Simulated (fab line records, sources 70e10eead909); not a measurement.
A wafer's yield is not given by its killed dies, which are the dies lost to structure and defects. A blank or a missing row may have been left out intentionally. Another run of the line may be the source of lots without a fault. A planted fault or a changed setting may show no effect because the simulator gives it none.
Which of the tools did it? / flow nandHarc / 12 lots with 36 wafers sampled at 6 steps, on a route of 1302 steps

## WHAT EACH GAUGE READ, for each wafer
NHARC_P_GATE_CD_MEAS_91: the cd target is 2000 nm.
lot=L723; measured=day 5 12:47; on=cdSem-03; cdNm (nm)=1995.3 2002.2 1998.7
lot=L724; measured=day 6 01:44; on=cdSem-02; cdNm (nm)=2001.8 2001.5 2000.4
lot=L725; measured=day 6 09:53; on=cdSem-02; cdNm (nm)=2002.7 2003.4 2000.0
lot=L726; measured=day 6 19:53; on=cdSem-02; cdNm (nm)=1998.5 2001.4 2001.1
lot=L727; measured=day 7 08:36; on=cdSem-02; cdNm (nm)=2000.5 1998.8 1999.3
lot=L728; measured=day 7 18:19; on=cdSem-01; cdNm (nm)=2001.3 2000.1 2002.0
lot=L729; measured=day 8 08:29; on=cdSem-02; cdNm (nm)=1998.7 1998.7 2000.3
lot=L730; measured=day 8 15:59; on=cdSem-01; cdNm (nm)=1998.5 1997.3 2002.2
lot=L731; measured=day 9 07:05; on=cdSem-03; cdNm (nm)=2005.4 1999.1 2002.0
lot=L732; measured=day 9 18:10; on=cdSem-01; cdNm (nm)=1999.0 1997.3 1996.6
lot=L733; measured=day 10 03:02; on=cdSem-02; cdNm (nm)=2001.0 2000.2 1998.8
lot=L736; measured=day 11 23:05; on=cdSem-02; cdNm (nm)=2190.6 2190.8 2194.6 2190.7 2191.0 2194.8

NHARC_END_SORT_01.
lot=L729; measured=day 27 06:02; on=prober-02; defectLimitedYield (%)=90 85 85; killedAtArray=61 96 96; killedAtOther=1 1 4; killedAtPeriphery=3 3 2; killedDies=65 100 102; killedOpen=1 3 1; killedShort=3 0 1
lot=L733; measured=day 28 18:43; on=prober-02; defectLimitedYield (%)=94 92 94; killedAtArray=33 47 42; killedAtOther=2 3 1; killedAtPeriphery=5 4 1; killedDies=40 54 44; killedOpen=3 3 1; killedShort=1 0 4

## WHICH TOOL RAN EACH LOT (tool, then ch and the chambers of the sampled wafers, then the start)
lot=L723; NHARC_P_GATE_ALD_36=aldSin-02 ch 2,3, day 4 20:44; NHARC_P_GATE_DESCUM_48=rieDiel-09 ch 0,1,2, day 5 09:28; NHARC_P_GATE_EXPOSE_88=krfScanner-04 ch 0, day 5 12:38; NHARC_P_GATE_STRIP_95=plasmaAsher-02 ch 0,1, day 5 14:04
lot=L724; NHARC_P_GATE_ALD_36=aldSin-03 ch 0,1, day 5 12:39; NHARC_P_GATE_DESCUM_48=rieDiel-05 ch 0,1,3, day 5 22:15; NHARC_P_GATE_EXPOSE_88=krfScanner-01 ch 0, day 6 01:34; NHARC_P_GATE_STRIP_95=plasmaAsher-02 ch 0,1, day 6 03:00
lot=L725; NHARC_P_GATE_ALD_36=aldSin-01 ch 1,2,3, day 5 20:02; NHARC_P_GATE_DESCUM_48=rieDiel-09 ch 0,1,3, day 6 06:34; NHARC_P_GATE_EXPOSE_88=krfScanner-04 ch 0, day 6 09:43; NHARC_P_GATE_STRIP_95=plasmaAsher-01 ch 0,1, day 6 11:09
lot=L726; NHARC_P_GATE_ALD_36=aldSin-03 ch 0,2,3, day 6 06:05; NHARC_P_GATE_DESCUM_48=rieDiel-05 ch 0,2,3, day 6 16:41; NHARC_P_GATE_EXPOSE_88=krfScanner-03 ch 0, day 6 19:44; NHARC_P_GATE_STRIP_95=plasmaAsher-01 ch 0,1, day 6 21:11
lot=L727; NHARC_P_GATE_ALD_36=aldSin-02 ch 0,1,3, day 6 20:06; NHARC_P_GATE_DESCUM_48=rieDiel-05 ch 0,2, day 7 05:10; NHARC_P_GATE_EXPOSE_88=krfScanner-03 ch 0, day 7 08:26; NHARC_P_GATE_STRIP_95=plasmaAsher-01 ch 0, day 7 09:50
lot=L728; NHARC_P_GATE_ALD_36=aldSin-01 ch 0,3, day 7 02:28; NHARC_P_GATE_DESCUM_48=rieDiel-09 ch 0,1,2, day 7 11:58; NHARC_P_GATE_EXPOSE_88=krfScanner-01 ch 0, day 7 18:10; NHARC_P_GATE_STRIP_95=plasmaAsher-01 ch 0, day 7 19:34
lot=L729; NHARC_P_GATE_ALD_36=aldSin-03 ch 0,1, day 7 19:31; NHARC_P_GATE_DESCUM_48=rieDiel-05 ch 1,2,3, day 8 05:12; NHARC_P_GATE_EXPOSE_88=krfScanner-03 ch 0, day 8 08:20; NHARC_P_GATE_STRIP_95=plasmaAsher-01 ch 0,1, day 8 09:45
lot=L730; NHARC_P_GATE_ALD_36=aldSin-02 ch 0,1, day 8 02:13; NHARC_P_GATE_DESCUM_48=rieDiel-05 ch 1,3, day 8 12:57; NHARC_P_GATE_EXPOSE_88=krfScanner-03 ch 0, day 8 15:50; NHARC_P_GATE_STRIP_95=plasmaAsher-01 ch 0,1, day 8 17:14
lot=L731; NHARC_P_GATE_ALD_36=aldSin-01 ch 2,3, day 8 14:55; NHARC_P_GATE_DESCUM_48=rieDiel-09 ch 0,1,3, day 9 03:47; NHARC_P_GATE_EXPOSE_88=krfScanner-01 ch 0, day 9 06:56; NHARC_P_GATE_STRIP_95=plasmaAsher-02 ch 0,1, day 9 08:25
lot=L732; NHARC_P_GATE_ALD_36=aldSin-03 ch 0,1,2, day 9 05:19; NHARC_P_GATE_DESCUM_48=rieDiel-10 ch 1,2,3, day 9 14:59; NHARC_P_GATE_EXPOSE_88=krfScanner-03 ch 0, day 9 18:01; NHARC_P_GATE_STRIP_95=plasmaAsher-01 ch 0,1, day 9 19:26
lot=L733; NHARC_P_GATE_ALD_36=aldSin-02 ch 0,1, day 9 13:08; NHARC_P_GATE_DESCUM_48=rieDiel-10 ch 2,3, day 9 23:51; NHARC_P_GATE_EXPOSE_88=krfScanner-01 ch 0, day 10 02:53; NHARC_P_GATE_STRIP_95=plasmaAsher-01 ch 0,1, day 10 04:17
lot=L736; NHARC_P_GATE_ALD_36=aldSin-03 ch 0,3, day 11 09:48; NHARC_P_GATE_DESCUM_48=rieDiel-05 ch 0,1,3, day 11 19:53; NHARC_P_GATE_EXPOSE_88=krfScanner-01 ch 0, day 11 22:56; NHARC_P_GATE_STRIP_95=-
- NHARC_P_GATE_ALD_36: deposits SiNx, target thk 20 nm, pulse time 60 s, ald cycles 223.
- NHARC_P_GATE_DESCUM_48: chemistry O2, time 3 s.
- NHARC_P_GATE_EXPOSE_88: exposes mask P HVN, target cd 2000 nm.
- NHARC_P_GATE_STRIP_95: strips in O2.

## WHAT THE TOOLS THEMSELVES READ (means of the sampled wafers that have a number; where no wafer has one, the mark that the record gives instead)
NHARC_P_GATE_ALD_36.
lot=L723; tool=aldSin-02; heaterPowerW (W)=950; precursorPulseHeightRel=0.999
lot=L724; tool=aldSin-03; heaterPowerW (W)=878; precursorPulseHeightRel=0.993
lot=L725; tool=aldSin-01; heaterPowerW (W)=765; precursorPulseHeightRel=0.984
lot=L726; tool=aldSin-03; heaterPowerW (W)=896; precursorPulseHeightRel=0.997
lot=L727; tool=aldSin-02; heaterPowerW (W)=972; precursorPulseHeightRel=1.016
lot=L728; tool=aldSin-01; heaterPowerW (W)=708; precursorPulseHeightRel=1.011
lot=L729; tool=aldSin-03; heaterPowerW (W)=893; precursorPulseHeightRel=1.006
lot=L730; tool=aldSin-02; heaterPowerW (W)=885; precursorPulseHeightRel=0.985
lot=L731; tool=aldSin-01; heaterPowerW (W)=686; precursorPulseHeightRel=1.015
lot=L732; tool=aldSin-03; heaterPowerW (W)=896; precursorPulseHeightRel=0.993
lot=L733; tool=aldSin-02; heaterPowerW (W)=899; precursorPulseHeightRel=1.010
lot=L736; tool=aldSin-03; heaterPowerW (W)=821; precursorPulseHeightRel=1.010

NHARC_P_GATE_DESCUM_48.
lot=L723; tool=rieDiel-09; drypumpMotorCurrentA (A)=5.4; oesProductAu (a.u.)=1.003; rfVppV (V)=57.1; showerheadPlenumPTorr (Torr)=2.01; throttleValvePct (%)=11.319
lot=L724; tool=rieDiel-05; drypumpMotorCurrentA (A)=6.0; oesProductAu (a.u.)=0.992; rfVppV (V)=58.2; showerheadPlenumPTorr (Torr)=1.87; throttleValvePct (%)=11.318
lot=L725; tool=rieDiel-09; drypumpMotorCurrentA (A)=5.8; oesProductAu (a.u.)=0.994; rfVppV (V)=59.2; showerheadPlenumPTorr (Torr)=2.03; throttleValvePct (%)=11.310
lot=L726; tool=rieDiel-05; drypumpMotorCurrentA (A)=5.8; oesProductAu (a.u.)=0.997; rfVppV (V)=57.5; showerheadPlenumPTorr (Torr)=1.89; throttleValvePct (%)=11.302
lot=L727; tool=rieDiel-05; drypumpMotorCurrentA (A)=5.4; oesProductAu (a.u.)=0.994; rfVppV (V)=57.9; showerheadPlenumPTorr (Torr)=1.86; throttleValvePct (%)=11.319
lot=L728; tool=rieDiel-09; drypumpMotorCurrentA (A)=5.4; oesProductAu (a.u.)=1.002; rfVppV (V)=57.1; showerheadPlenumPTorr (Torr)=2.01; throttleValvePct (%)=11.318
lot=L729; tool=rieDiel-05; drypumpMotorCurrentA (A)=6.1; oesProductAu (a.u.)=0.993; rfVppV (V)=57.2; showerheadPlenumPTorr (Torr)=1.93; throttleValvePct (%)=11.316
lot=L730; tool=rieDiel-05; drypumpMotorCurrentA (A)=6.3; oesProductAu (a.u.)=0.989; rfVppV (V)=58.8; showerheadPlenumPTorr (Torr)=1.91; throttleValvePct (%)=11.317
lot=L731; tool=rieDiel-09; drypumpMotorCurrentA (A)=5.8; oesProductAu (a.u.)=1.002; rfVppV (V)=58.4; showerheadPlenumPTorr (Torr)=2.03; throttleValvePct (%)=11.309
lot=L732; tool=rieDiel-10; drypumpMotorCurrentA (A)=6.0; oesProductAu (a.u.)=0.999; rfVppV (V)=58.3; showerheadPlenumPTorr (Torr)=2.00; throttleValvePct (%)=11.311
lot=L733; tool=rieDiel-10; drypumpMotorCurrentA (A)=5.6; oesProductAu (a.u.)=1.011; rfVppV (V)=58.1; showerheadPlenumPTorr (Torr)=1.97; throttleValvePct (%)=11.306
lot=L736; tool=rieDiel-05; drypumpMotorCurrentA (A)=5.9; oesProductAu (a.u.)=1.006; rfVppV (V)=57.4; showerheadPlenumPTorr (Torr)=1.87; throttleValvePct (%)=11.310

NHARC_P_GATE_EXPOSE_88.
lot=L723 tool=krfScanner-04 exposureDoseMJCm2=11.873
lot=L724 tool=krfScanner-01 exposureDoseMJCm2=11.866
lot=L725 tool=krfScanner-04 exposureDoseMJCm2=11.864
lot=L726 tool=krfScanner-03 exposureDoseMJCm2=11.858
lot=L727 tool=krfScanner-03 exposureDoseMJCm2=11.876
lot=L728 tool=krfScanner-01 exposureDoseMJCm2=11.864
lot=L729 tool=krfScanner-03 exposureDoseMJCm2=11.866
lot=L730 tool=krfScanner-03 exposureDoseMJCm2=11.885
lot=L731 tool=krfScanner-01 exposureDoseMJCm2=11.860
lot=L732 tool=krfScanner-03 exposureDoseMJCm2=11.893
lot=L733 tool=krfScanner-01 exposureDoseMJCm2=11.869
lot=L736 tool=krfScanner-01 exposureDoseMJCm2=11.878

NHARC_P_GATE_STRIP_95.
lot=L723; tool=plasmaAsher-02; drypumpMotorCurrentA (A)=5.51; heaterPowerW (W)=320
lot=L724; tool=plasmaAsher-02; drypumpMotorCurrentA (A)=5.51; heaterPowerW (W)=323
lot=L725; tool=plasmaAsher-01; drypumpMotorCurrentA (A)=5.70; heaterPowerW (W)=332
lot=L726; tool=plasmaAsher-01; drypumpMotorCurrentA (A)=5.70; heaterPowerW (W)=336
lot=L727; tool=plasmaAsher-01; drypumpMotorCurrentA (A)=5.81; heaterPowerW (W)=336
lot=L728; tool=plasmaAsher-01; drypumpMotorCurrentA (A)=5.80; heaterPowerW (W)=338
lot=L729; tool=plasmaAsher-01; drypumpMotorCurrentA (A)=5.57; heaterPowerW (W)=330
lot=L730; tool=plasmaAsher-01; drypumpMotorCurrentA (A)=5.70; heaterPowerW (W)=330
lot=L731; tool=plasmaAsher-02; drypumpMotorCurrentA (A)=5.45; heaterPowerW (W)=311
lot=L732; tool=plasmaAsher-01; drypumpMotorCurrentA (A)=5.68; heaterPowerW (W)=334
lot=L733; tool=plasmaAsher-01; drypumpMotorCurrentA (A)=5.69; heaterPowerW (W)=332

## THE ANSWER, worked out from the rows above alone
Rule: usual is defined by the lots themselves. Put in order of their means at a reading, lots are off if they are a third of the lots or fewer, leave a main group of 4 or more, and stand apart from it by a gap of 3 or more times the standard deviation of the main group's means; of several such gaps the widest counts. A main group is skipped when, at the precision printed for the reading in the tables above, its means are all equal. Also off: a lot with no number at a reading for which 4 or more lots have one. The other lots that the step has rows for count as sound. First the gauges in route order, then the tools' own readings, where a lot's mean is used as printed above. At the first step where some lot is off, the reading lying furthest off is the one used; lots without a number count as furthest.
Off: L736, at NHARC_P_GATE_CD_MEAS_91 (cdNm). Mean 2000.1 nm and standard deviation 1.3 in the main group.
A tool fits if, at a process step before that reading, it ran every lot that is off, and no sound lot after the first of them. Those tools and the gauges at NHARC_P_GATE_CD_MEAS_91 are tried in the same way. Can't be told from this: 4 tools fit, aldSin-03 at NHARC_P_GATE_ALD_36, rieDiel-05 at NHARC_P_GATE_DESCUM_48, krfScanner-01 at NHARC_P_GATE_EXPOSE_88, cdSem-02 at NHARC_P_GATE_CD_MEAS_91.

## WHAT WAS PUT IN BY THE SIMULATOR
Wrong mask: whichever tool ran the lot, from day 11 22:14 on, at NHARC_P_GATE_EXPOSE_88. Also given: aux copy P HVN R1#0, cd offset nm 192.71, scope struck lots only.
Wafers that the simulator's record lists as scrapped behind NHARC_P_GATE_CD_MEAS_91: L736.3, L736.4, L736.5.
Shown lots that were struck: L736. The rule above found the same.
